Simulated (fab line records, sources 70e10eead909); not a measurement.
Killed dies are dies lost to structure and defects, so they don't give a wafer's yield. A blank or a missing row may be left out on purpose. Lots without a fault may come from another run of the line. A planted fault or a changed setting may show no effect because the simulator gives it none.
Which tool did it? | flow nand_harc | 12 lots, 36 wafers sampled, at 3 steps of a route of 1159

WHAT THE GAUGES READ, wafer by wafer
NHARC_A_BLC_CD_MEAS_10: target cd 100 nm.
lot  | measured     | on        | cd_nm (nm)
L075 | day 17 21:01 | cd_sem-02 | 99.8 99.8 99.1
L080 | day 18 02:44 | cd_sem-01 | 100.3 101.7 100.0
L079 | day 18 13:45 | cd_sem-03 | 100.7 99.9 100.0
L081 | day 19 01:56 | cd_sem-03 | 101.0 101.4 100.1
L083 | day 19 15:14 | cd_sem-02 | 100.0 99.7 100.6
L084 | day 20 03:21 | cd_sem-01 | 99.8 100.5 99.8
L087 | day 20 04:50 | cd_sem-03 | 101.2 101.8 101.4
L089 | day 21 05:34 | cd_sem-02 | 100.0 100.0 99.8
L094 | day 21 15:50 | cd_sem-03 | 99.2 98.7 99.2
L092 | day 22 01:54 | cd_sem-02 | 99.1 98.9 99.0
L095 | day 22 12:53 | cd_sem-01 | 100.2 100.5 101.5
L097 | day 22 23:43 | cd_sem-01 | 100.7 99.5 100.2

WHICH TOOL RAN EACH LOT (tool, then ch and the chambers of the sampled wafers, then the start)
lot  | NHARC_A_CONTACT_ETCH_98                       | NHARC_A_CONTACT_CVD_19
L075 | rie_diel-06 ch 1,2, day 17 21:01 or earlier   | cvd_w-01 ch 0,1, day 17 21:01 or earlier
L080 | rie_diel-06 ch 2,3, day 18 02:44 or earlier   | cvd_w-02 ch 0,1, day 18 02:44 or earlier
L079 | rie_diel-03 ch 2,3, day 18 13:45 or earlier   | cvd_w-02 ch 0,1, day 18 13:45 or earlier
L081 | rie_diel-03 ch 2,3, day 19 01:56 or earlier   | cvd_w-01 ch 0,1, day 19 01:56 or earlier
L083 | rie_diel-07 ch 0,1,3, day 19 15:14 or earlier | cvd_w-01 ch 0,1, day 19 15:14 or earlier
L084 | rie_diel-07 ch 1,3, day 19 20:10              | cvd_w-01 ch 0,1, day 20 03:21 or earlier
L087 | rie_diel-03 ch 0,1,3, day 20 04:50 or earlier | cvd_w-01 ch 0,1, day 20 04:50 or earlier
L089 | rie_diel-07 ch 0,2, day 21 02:00              | cvd_w-02 ch 0,1, day 21 05:34 or earlier
L094 | rie_diel-06 ch 0,1,3, day 21 09:29            | cvd_w-01 ch 0,1, day 21 15:50 or earlier
L092 | rie_diel-07 ch 0,1,2, day 22 01:54 or earlier | cvd_w-01 ch 0,1, day 22 01:54 or earlier
L095 | rie_diel-06 ch 0,1,3, day 22 12:53 or earlier | cvd_w-02 ch 0,1, day 22 12:53 or earlier
L097 | rie_diel-07 ch 0,1, day 22 23:43 or earlier   | cvd_w-02 ch 0,1, day 22 23:43 or earlier
- NHARC_A_CONTACT_ETCH_98: etches the open film in C4F6/O2, target depth 20 nm, time 10 s.
- NHARC_A_CONTACT_CVD_19: deposits W, target thk 300 nm, time 802 s.

THE ANSWER, worked out from the rows above alone
Rule: what is usual is taken from the lots themselves. Put in order of their means at a reading, lots are off if they are a third of the lots or fewer, leave a main group of 4 or more, and stand apart from it by a gap of 3 or more times the standard deviation of the main group's means; of several such gaps the widest counts. A main group whose means are all the same, to the digits that the tables above print for the reading, isn't used. A lot without any number at a reading at which 4 lots or more have one is off too. The other lots that the step has rows for count as sound.
No lot is off at any reading shown: from this, nothing can be told.

WHAT THE SIMULATOR HAD PUT IN
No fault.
